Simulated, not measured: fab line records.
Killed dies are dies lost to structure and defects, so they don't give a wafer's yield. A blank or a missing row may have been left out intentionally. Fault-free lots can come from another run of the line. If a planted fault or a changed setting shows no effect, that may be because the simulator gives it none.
Split-lot study || flow n5Finfet || 39 wafers read from 7 lots, route of 1938 steps

ON THE SPLIT
At N5_FIN_SAQP_FIN_ETCH_36 (etches the open film in HBr/Cl2/O2, target depth 120 nm, time 50.4 s), the setting biasW was moved away from the recipe's 102 W on 15 of the 39 wafers read, by -16.2% to +13.0%. This setting was run at the recipe's value on the other wafers.

The reading comes from the split's own step.

THE READING
FIN_SAQP.featureDepthNm (the simulator's own value, which no gauge read), in nm, at N5_FIN_SAQP_FIN_ETCH_36 (etches the open film in HBr/Cl2/O2, target depth 120 nm, time 50.4 s). The file gives no usual value for it. Average 120.7 nm, standard deviation 1.1 nm, over the 24 wafers here run with the recipe.

{"wafer": "L076.1", "tool, chamber at the split": "rieSi-06, 3", "biasW as run, W": 102, "against the recipe": "recipe", "FIN_SAQP.featureDepthNm, nm": 121.2, "against lot-mates on the recipe": "-"}
{"wafer": "L076.2", "tool, chamber at the split": "rieSi-06, 0", "biasW as run, W": 115.3, "against the recipe": "+13.0%", "FIN_SAQP.featureDepthNm, nm": 125.6, "against lot-mates on the recipe": "+4.0"}
{"wafer": "L076.3", "tool, chamber at the split": "rieSi-06, 2", "biasW as run, W": 102, "against the recipe": "recipe", "FIN_SAQP.featureDepthNm, nm": 122, "against lot-mates on the recipe": "-"}
{"wafer": "L076.4", "tool, chamber at the split": "rieSi-06, 1", "biasW as run, W": 115.3, "against the recipe": "+13.0%", "FIN_SAQP.featureDepthNm, nm": 125.4, "against lot-mates on the recipe": "+3.8"}
{"wafer": "L076.5", "tool, chamber at the split": "rieSi-06, 0", "biasW as run, W": 102, "against the recipe": "recipe", "FIN_SAQP.featureDepthNm, nm": 121.6, "against lot-mates on the recipe": "-"}
{"wafer": "L076.6", "tool, chamber at the split": "rieSi-06, 1", "biasW as run, W": 115.3, "against the recipe": "+13.0%", "FIN_SAQP.featureDepthNm, nm": 125, "against lot-mates on the recipe": "+3.4"}
{"wafer": "L085.1", "tool, chamber at the split": "rieSi-04, 3", "biasW as run, W": 85.43, "against the recipe": "-16.2%", "FIN_SAQP.featureDepthNm, nm": 114.4, "against lot-mates on the recipe": -7.5}
{"wafer": "L085.2", "tool, chamber at the split": "rieSi-04, 2", "biasW as run, W": 102, "against the recipe": "recipe", "FIN_SAQP.featureDepthNm, nm": 121.6, "against lot-mates on the recipe": "-"}
{"wafer": "L085.3", "tool, chamber at the split": "rieSi-04, 0", "biasW as run, W": 85.43, "against the recipe": "-16.2%", "FIN_SAQP.featureDepthNm, nm": 114.6, "against lot-mates on the recipe": -7.3}
{"wafer": "L085.4", "tool, chamber at the split": "rieSi-04, 1", "biasW as run, W": 85.43, "against the recipe": "-16.2%", "FIN_SAQP.featureDepthNm, nm": 118.4, "against lot-mates on the recipe": -3.5}
{"wafer": "L085.5", "tool, chamber at the split": "rieSi-04, 2", "biasW as run, W": 102, "against the recipe": "recipe", "FIN_SAQP.featureDepthNm, nm": 121.2, "against lot-mates on the recipe": "-"}
{"wafer": "L085.6", "tool, chamber at the split": "rieSi-04, 1", "biasW as run, W": 102, "against the recipe": "recipe", "FIN_SAQP.featureDepthNm, nm": 123, "against lot-mates on the recipe": "-"}
{"wafer": "L086.1", "tool, chamber at the split": "rieSi-05, 3", "biasW as run, W": 102, "against the recipe": "recipe", "FIN_SAQP.featureDepthNm, nm": 120, "against lot-mates on the recipe": "-"}
{"wafer": "L086.2", "tool, chamber at the split": "rieSi-05, 1", "biasW as run, W": 112.3, "against the recipe": "+10.1%", "FIN_SAQP.featureDepthNm, nm": 125, "against lot-mates on the recipe": "+4.3"}
{"wafer": "L086.3", "tool, chamber at the split": "rieSi-05, 2", "biasW as run, W": 112.3, "against the recipe": "+10.1%", "FIN_SAQP.featureDepthNm, nm": 123.6, "against lot-mates on the recipe": "+2.9"}
{"wafer": "L086.4", "tool, chamber at the split": "rieSi-05, 2", "biasW as run, W": 102, "against the recipe": "recipe", "FIN_SAQP.featureDepthNm, nm": 121, "against lot-mates on the recipe": "-"}
{"wafer": "L086.5", "tool, chamber at the split": "rieSi-05, 1", "biasW as run, W": 102, "against the recipe": "recipe", "FIN_SAQP.featureDepthNm, nm": 121.2, "against lot-mates on the recipe": "-"}
{"wafer": "L086.6", "tool, chamber at the split": "rieSi-05, 3", "biasW as run, W": 112.3, "against the recipe": "+10.1%", "FIN_SAQP.featureDepthNm, nm": 123.4, "against lot-mates on the recipe": "+2.7"}
{"wafer": "L089.1", "tool, chamber at the split": "rieSi-05, 2", "biasW as run, W": 102, "against the recipe": "recipe", "FIN_SAQP.featureDepthNm, nm": 119.6, "against lot-mates on the recipe": "-"}
{"wafer": "L089.2", "tool, chamber at the split": "rieSi-05, 1", "biasW as run, W": 102, "against the recipe": "recipe", "FIN_SAQP.featureDepthNm, nm": 121.4, "against lot-mates on the recipe": "-"}
{"wafer": "L089.3", "tool, chamber at the split": "rieSi-05, 3", "biasW as run, W": 102, "against the recipe": "recipe", "FIN_SAQP.featureDepthNm, nm": 120, "against lot-mates on the recipe": "-"}
{"wafer": "L089.4", "tool, chamber at the split": "rieSi-05, 0", "biasW as run, W": 95.26, "against the recipe": "-6.6%", "FIN_SAQP.featureDepthNm, nm": 117.6, "against lot-mates on the recipe": -2.7}
{"wafer": "L089.5", "tool, chamber at the split": "rieSi-05, 3", "biasW as run, W": 95.26, "against the recipe": "-6.6%", "FIN_SAQP.featureDepthNm, nm": 118.4, "against lot-mates on the recipe": -1.9}
{"wafer": "L089.6", "tool, chamber at the split": "rieSi-05, 2", "biasW as run, W": 95.26, "against the recipe": "-6.6%", "FIN_SAQP.featureDepthNm, nm": 116.2, "against lot-mates on the recipe": -4.1}
{"wafer": "L090.1", "tool, chamber at the split": "rieSi-06, 0", "biasW as run, W": 110.4, "against the recipe": "+8.2%", "FIN_SAQP.featureDepthNm, nm": 122.6, "against lot-mates on the recipe": "+1.9"}
{"wafer": "L090.2", "tool, chamber at the split": "rieSi-06, 1", "biasW as run, W": 110.4, "against the recipe": "+8.2%", "FIN_SAQP.featureDepthNm, nm": 122, "against lot-mates on the recipe": "+1.3"}
{"wafer": "L090.3", "tool, chamber at the split": "rieSi-06, 2", "biasW as run, W": 110.4, "against the recipe": "+8.2%", "FIN_SAQP.featureDepthNm, nm": 124, "against lot-mates on the recipe": "+3.3"}
{"wafer": "L090.4", "tool, chamber at the split": "rieSi-06, 3", "biasW as run, W": 102, "against the recipe": "recipe", "FIN_SAQP.featureDepthNm, nm": 120.4, "against lot-mates on the recipe": "-"}
{"wafer": "L090.5", "tool, chamber at the split": "rieSi-06, 1", "biasW as run, W": 102, "against the recipe": "recipe", "FIN_SAQP.featureDepthNm, nm": 121, "against lot-mates on the recipe": "-"}
{"wafer": "L090.6", "tool, chamber at the split": "rieSi-06, 0", "biasW as run, W": 102, "against the recipe": "recipe", "FIN_SAQP.featureDepthNm, nm": 120.8, "against lot-mates on the recipe": "-"}
{"wafer": "L094.1", "tool, chamber at the split": "rieSi-04, 0", "biasW as run, W": 102, "against the recipe": "recipe", "FIN_SAQP.featureDepthNm, nm": 120, "against lot-mates on the recipe": "-"}
{"wafer": "L094.2", "tool, chamber at the split": "rieSi-04, 3", "biasW as run, W": 102, "against the recipe": "recipe", "FIN_SAQP.featureDepthNm, nm": 119.6, "against lot-mates on the recipe": "-"}
{"wafer": "L094.3", "tool, chamber at the split": "rieSi-04, 2", "biasW as run, W": 102, "against the recipe": "recipe", "FIN_SAQP.featureDepthNm, nm": 121, "against lot-mates on the recipe": "-"}
{"wafer": "L094.4", "tool, chamber at the split": "rieSi-04, 1", "biasW as run, W": 102, "against the recipe": "recipe", "FIN_SAQP.featureDepthNm, nm": 122.2, "against lot-mates on the recipe": "-"}
{"wafer": "L094.5", "tool, chamber at the split": "rieSi-04, 0", "biasW as run, W": 102, "against the recipe": "recipe", "FIN_SAQP.featureDepthNm, nm": 118.6, "against lot-mates on the recipe": "-"}
{"wafer": "L094.6", "tool, chamber at the split": "rieSi-04, 1", "biasW as run, W": 102, "against the recipe": "recipe", "FIN_SAQP.featureDepthNm, nm": 121.8, "against lot-mates on the recipe": "-"}
{"wafer": "L095.1", "tool, chamber at the split": "rieSi-04, 1", "biasW as run, W": 102, "against the recipe": "recipe", "FIN_SAQP.featureDepthNm, nm": 121, "against lot-mates on the recipe": "-"}
{"wafer": "L095.2", "tool, chamber at the split": "rieSi-04, 0", "biasW as run, W": 102, "against the recipe": "recipe", "FIN_SAQP.featureDepthNm, nm": 118.8, "against lot-mates on the recipe": "-"}
{"wafer": "L095.5", "tool, chamber at the split": "rieSi-04, 3", "biasW as run, W": 102, "against the recipe": "recipe", "FIN_SAQP.featureDepthNm, nm": 118.8, "against lot-mates on the recipe": "-"}

THE FIT
A straight line over all 39 wafers: FIN_SAQP.featureDepthNm changes by +0.33 nm for each +1% of biasW; r = +0.90; the points scatter about the line by 1.2 nm.
The same after taking each lot's own level away (the mean of its wafers on the recipe; 39 wafers): +0.34 nm for each +1%; r = +0.92; scatter 1 nm.
According to that fit, moving biasW by its largest amount changes the reading by 5.5 nm.
The span of the lots' own levels, 119.53 to 121.93 nm, comes to 2.2 times the standard deviation stated above.
The two slopes are in agreement: the lot-to-lot level therefore moves the slope only a little.
Check: for one of the wafers moved furthest among these (-16.2%), held out of the fit, the line's prediction against its lot-mates is -5.36 nm. Against them it came out at -7.53 nm.

THE WHOLE CHAIN: every reading that the file lists as answering this split, in the file's order
{"step": "N5_FIN_SAQP_FIN_ETCH_36", "what it does": "etches the open film in HBr/Cl2/O2, target depth 120 nm, time 50.4 s", "reading": "etch.depthNm (the simulator's own value, which no gauge read)", "change (the file's fit)": "+0.339 nm for each +1% of the setting", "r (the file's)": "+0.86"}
{"step": "N5_FIN_SAQP_FIN_ETCH_36", "what it does": "etches the open film in HBr/Cl2/O2, target depth 120 nm, time 50.4 s", "reading": "FIN_SAQP.featureDepthNm (the simulator's own value, which no gauge read)", "change (the file's fit)": "+0.337 nm for each +1% of the setting", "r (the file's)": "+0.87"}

FILE'S OWN FIT
FIN_SAQP.featureDepthNm changes by +0.337 nm for each +1% of biasW, r = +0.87.
